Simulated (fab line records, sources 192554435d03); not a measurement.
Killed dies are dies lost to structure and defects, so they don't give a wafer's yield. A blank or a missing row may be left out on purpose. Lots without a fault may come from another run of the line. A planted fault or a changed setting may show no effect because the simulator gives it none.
Chamber matching | flow n5_finfet | N5_BEOL_M11_DESCUM_16 on rie_diel-02: 4 sister chambers
The step chemistry O2, time 7.9 s. 8 wafers are shown with their chamber, then 8 later ones without.

WAFERS WITH THEIR CHAMBER
wafer  | chamber | showerhead_plenum_p_Torr (Torr) | throttle_valve_pct (%)
L076.1 | 0       | 2.09                            | 20.64
L076.4 | 1       | 1.92                            | 19.97
L080.3 | 2       | 2.06                            | 20.00
L080.5 | 2       | 2.06                            | 20.00
L081.2 | 0       | 2.08                            | 20.67
L081.3 | 3       | 2.13                            | 19.86
L081.4 | 1       | 1.92                            | 19.97
L086.2 | 3       | 2.12                            | 19.86

WAFERS WITHOUT THEIR CHAMBER
wafer  | showerhead_plenum_p_Torr (Torr) | throttle_valve_pct (%)
L086.3 | 1.92                            | 19.98
L086.6 | 2.08                            | 20.67
L087.1 | 2.05                            | 20.02
L087.3 | 2.12                            | 19.85
L087.6 | 2.08                            | 20.68
L097.1 | 2.07                            | 20.72
L097.3 | 1.91                            | 20.02
L097.5 | 2.12                            | 19.90

WHICH CHAMBER EACH WENT THROUGH
wafer  | from the rows above | in truth
L086.3 | 1                   | 1
L086.6 | 0                   | 0
L087.1 | 2                   | 2
L087.3 | 3                   | 3
L087.6 | 0                   | 0
L097.1 | 0                   | 0
L097.3 | 1                   | 1
L097.5 | 3                   | 3
Placed correctly: 8 of 8. Can't be placed from these rows: 0. Placed wrongly: 0.
How it was worked out, from the rows above alone: a wafer's distance from a chamber is the root of the sum, over the readings, of the square of ((its reading less the chamber's mean) divided by the reading's scatter). The wafer belongs to the nearest chamber; if the next one is less than 2 further off, it can't be placed. A chamber's mean is the mean of its shown wafers. The scatter: the root of (the sum of the squares of (reading less its chamber's mean) over the shown wafers, divided by (wafers less chambers)).
